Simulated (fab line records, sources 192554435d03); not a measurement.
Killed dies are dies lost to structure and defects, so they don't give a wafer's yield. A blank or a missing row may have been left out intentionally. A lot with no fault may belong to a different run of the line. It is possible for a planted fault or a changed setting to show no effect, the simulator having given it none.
Which of the tools did it? -- flow n5 finfet -- 27 wafers from 9 lots sampled at 5 of the route's 1938 steps

== WHAT THE GAUGES READ, wafer by wafer ==
N5_BEOL_M4_RC_MEAS_101. Usual: DIBL_N 36.3 mV/V, standard deviation 1.6; DIBL_P 36.4 mV/V, standard deviation 2.1; IOFF_N 0.16 nA/um, standard deviation 0.032; IOFF_P 0.22 nA/um, standard deviation 0.044; ION_N 675 uA/um, standard deviation 12; ION_P 463 uA/um, standard deviation 8.3; SS_N 71.6 mV/dec, standard deviation 0.64; SS_P 73.3 mV/dec, standard deviation 0.67; VT_N 250 mV, standard deviation 3.3; VT_P -250 mV, standard deviation 3.7.
lot,measured,on,DIBL_N (mV/V),DIBL_P (mV/V),IOFF_N (nA/um),IOFF_P (nA/um),ION_N (uA/um),ION_P (uA/um),SS_N (mV/dec),SS_P (mV/dec),VT_N (mV),VT_P (mV),flag
L473,day 10 05:23,prober-01,33.9 35.8 33.8,34.4 36.6 33.3,0.12 0.16 0.12,0.18 0.21 0.17,664 683 663,454 466 460,70.7 71.1 71.6,72.0 72.7 72.3,254 250 252,-252 -253 -254,
L475,day 9 17:16,prober-01,37.6 35.8 35.0,38.7 35.3 35.0,0.17 0.13 0.12,0.21 0.16 0.16,675 672 666,462 452 455,72.0 71.6 70.9,73.9 72.1 72.7,248 252 252,-250 -256 -255,
L477,day 10 02:59,prober-01,36.7 36.5 37.5,36.5 36.4 37.5,0.17 0.16 0.18,0.22 0.20 0.22,675 664 682,470 455 469,71.0 71.4 72.1,73.9 72.9 74.1,248 251 248,-249 -251 -248,
L482,day 11 17:00,prober-02,35.4 37.9 36.7,35.7 38.7 37.3,0.15 0.21 0.18,0.18 0.23 0.20,665 697 674,457 468 454,71.2 71.7 71.2,72.8 74.1 73.0,251 246 249,-254 -250 -251,
L484,day 12 23:00,prober-02,33.7 38.6 35.6,32.9 38.7 35.8,0.13 0.22 0.17,0.20 0.29 0.26,674 694 696,469 472 479,71.2 72.7 71.5,71.8 74.4 73.3,250 243 249,-247 -245 -244,
L490,day 13 20:44,prober-01,38.0 33.7 34.7,37.5 32.2 33.5,0.20 0.12 0.13,0.26 0.17 0.18,699 654 674,471 452 461,72.3 70.6 71.4,74.3 72.7 74.0,246 253 251,-244 -250 -251,
L491,day 14 11:29,prober-02,34.9 37.0 37.3,35.0 37.8 37.6,0.14 0.18 0.18,0.19 0.24 0.23,666 681 685,465 469 467,71.3 71.4 71.3,72.3 73.3 73.4,251 246 244,-251 -247 -249,
L494,day 15 14:51,prober-02,35.6 34.9 36.8,35.1 34.2 35.7,0.12 0.12 0.14,0.18 0.17 0.19,648 672 667,450 464 461,71.4 70.7 70.9,73.4 73.2 72.4,255 254 252,-253 -251 -253,
L496,day 16 21:25,prober-01,35.7 37.1 35.8,34.9 36.6 35.0,0.15 0.17 0.15,0.21 0.23 0.21,665 670 680,459 462 463,71.9 72.6 72.4,72.9 73.0 72.9,250 248 253,-250 -248 -251,

== TOOL THAT RAN EACH LOT (tool first, then ch and the chambers of the sampled wafers, then the start) ==
lot,N5_MOL_CONTACT_COAG_ETCH_105,N5_MOL_CONTACT_COAG_ALD_20,N5_MOL_CONTACT_COAG_SIL_ANNEAL_21,N5_MOL_CONTACT_COAG_SPUTTER_130
L473,"rie diel-03 ch 0,1,2, day 4 16:01","ald metal-04 ch 0,1,2, day 4 17:42","rtp anneal-01 ch 0, day 4 18:06","pvd sputter-03, day 4 21:32"
L475,"rie diel-06 ch 0,2,3, day 5 09:37","ald metal-03 ch 0,1,3, day 5 10:41","rtp anneal-01 ch 0, day 5 11:12","pvd sputter-02, day 5 16:00"
L477,"rie diel-03 ch 0,1, day 5 16:56","ald metal-04 ch 2,3, day 5 18:02","rtp anneal-01 ch 0, day 5 18:25","pvd sputter-01, day 5 23:25"
L482,"rie diel-03 ch 0,1,2, day 7 04:04","ald metal-03 ch 0,2, day 7 05:10","rtp anneal-01 ch 0, day 7 05:34","pvd sputter-02, day 7 09:00"
L484,"rie diel-02 ch 0,2, day 7 15:00","ald metal-03 ch 0,1, day 7 16:55","rtp anneal-02 ch 0, day 7 17:17","pvd sputter-01, day 7 20:20"
L490,"rie diel-02 ch 0,3, day 8 21:50","ald metal-04 ch 0,1,3, day 8 22:45","rtp anneal-02 ch 0, day 8 23:11","pvd sputter-02, day 9 04:18"
L491,"rie diel-03 ch 1,2, day 9 03:41","ald metal-04 ch 0,1,2, day 9 04:43","rtp anneal-02 ch 0, day 9 05:05","pvd sputter-02, day 9 10:18"
L494,"rie diel-02 ch 1,2,3, day 9 21:04","ald metal-02 ch 0,2,3, day 9 22:05","rtp anneal-01 ch 0, day 9 22:32","pvd sputter-01, day 10 04:01"
L496,"rie diel-03 ch 0,1,3, day 10 08:29","ald metal-03 ch 0,1, day 10 09:28","rtp anneal-01 ch 0, day 10 10:00","pvd sputter-01, day 10 15:10"
- N5_MOL_CONTACT_COAG_ETCH_105: etches SiARC in CF4, target depth 15.6 nm, time 26 s.
- N5_MOL_CONTACT_COAG_ALD_20: deposits TiN, target thk 1.5 nm, pulse time 1 s, purge time 3 s.
- N5_MOL_CONTACT_COAG_SIL_ANNEAL_21: time 60 s.
- N5_MOL_CONTACT_COAG_SPUTTER_130: material Co, target thk 47.5 nm.

== AS READ BY THE TOOLS THEMSELVES (means over the sampled wafers that have a number; for cases with no such wafer, the mark the record gives instead) ==
N5_MOL_CONTACT_COAG_ETCH_105. Usual: drypump motor current A 5.8 A, standard deviation 0.53; etch rf on time s 25.9 s, standard deviation 0.64; oes product au 0.63 a.u., standard deviation 0.063; rf vpp V 184.1 V, standard deviation 1.4; showerhead plenum p Torr 2.15 Torr, standard deviation 0.076; throttle valve pct 15.67 %, standard deviation 0.25.
lot,tool,drypump motor current A (A),etch rf on time s (s),oes product au (a.u.),rf vpp V (V),showerhead plenum p Torr (Torr),throttle valve pct (%),flag
L473,rie diel-03,5.5,25.9,0.65,184.2,2.14,15.73,
L475,rie diel-06,6.3,26.5,0.62,185.3,2.22,15.65,
L477,rie diel-03,5.6,25.3,0.66,185.7,2.20,15.89,
L482,rie diel-03,5.5,25.8,0.63,183.9,2.13,15.78,
L484,rie diel-02,5.8,25.3,0.75,184.4,2.22,15.22,
L490,rie diel-02,6.3,25.6,0.69,184.8,2.12,15.26,
L491,rie diel-03,5.8,25.2,0.65,184.0,2.16,15.90,
L494,rie diel-02,5.7,26.1,0.60,182.9,2.09,15.74,
L496,rie diel-03,5.6,25.2,0.68,183.1,2.12,15.64,

N5_MOL_CONTACT_COAG_ALD_20. Usual: heater power w 882 W, standard deviation 110; precursor pulse height rel 1.001, standard deviation 0.02; susceptor temp C 399.94 C, standard deviation 0.21.
lot,tool,heater power w (W),precursor pulse height rel,susceptor temp C (C),flag
L473,ald metal-04,883,1.000,399.83,
L475,ald metal-03,939,0.994,400.03,
L477,ald metal-04,823,1.002,400.14,
L482,ald metal-03,614,0.991,369.44,OFF
L484,ald metal-03,783,1.003,369.59,OFF
L490,ald metal-04,901,0.999,399.79,
L491,ald metal-04,877,1.014,399.92,
L494,ald metal-02,931,1.004,399.88,
L496,ald metal-03,902,0.998,400.24,

N5_MOL_CONTACT_COAG_SIL_ANNEAL_21. Usual: lamp power pct 6.05 %, standard deviation 0.17; wafer_temp_C_max 552.1, standard deviation 0.45.
lot,tool,lamp power pct (%),wafer_temp_C_max,flag
L473,rtp anneal-01,6.20,552.2,
L475,rtp anneal-01,6.20,552.0,
L477,rtp anneal-01,6.20,551.9,
L482,rtp anneal-01,6.20,552.6,
L484,rtp anneal-02,5.85,552.4,
L490,rtp anneal-02,5.85,552.1,
L491,rtp anneal-02,5.86,552.1,
L494,rtp anneal-01,6.20,552.3,
L496,rtp anneal-01,6.20,552.1,

N5_MOL_CONTACT_COAG_SPUTTER_130. Usual: substrate temp c 25.02 C, standard deviation 0.1; throttle valve pct 29.8 %, standard deviation 0.94.
lot,tool,substrate temp c (C),throttle valve pct (%),flag
L473,pvd sputter-03,25.05,30.1,
L475,pvd sputter-02,25.07,29.2,
L477,pvd sputter-01,25.07,28.7,
L482,pvd sputter-02,25.03,29.1,
L484,pvd sputter-01,25.05,30.3,
L490,pvd sputter-02,24.98,29.3,
L491,pvd sputter-02,24.99,29.5,
L494,pvd sputter-01,25.15,29.1,
L496,pvd sputter-01,25.10,30.1,

== THE ANSWER, worked out from the rows above alone ==
Rule: lot off if the mean of its wafers having a number is beyond 3 standard deviations from the usual mean. A lot without any number at a reading at which 4 lots or more have one is off too. Any other lot the step has rows for is counted as sound. Order of review: gauges by route order, followed by the tools' own readings, for which a lot's mean as printed above is used. The first step at which some lot is off is used, and at that step the reading that is off furthest; a lot without a number counts as furthest.
Off: L482, L484, at N5_MOL_CONTACT_COAG_ALD_20 (susceptor temp C).
A tool fits if, at that step or a process step before it, it ran every lot that is off, and no sound lot after the first of them. Of those tried, none fits.

== WHAT THE SIMULATOR HAD PUT IN ==
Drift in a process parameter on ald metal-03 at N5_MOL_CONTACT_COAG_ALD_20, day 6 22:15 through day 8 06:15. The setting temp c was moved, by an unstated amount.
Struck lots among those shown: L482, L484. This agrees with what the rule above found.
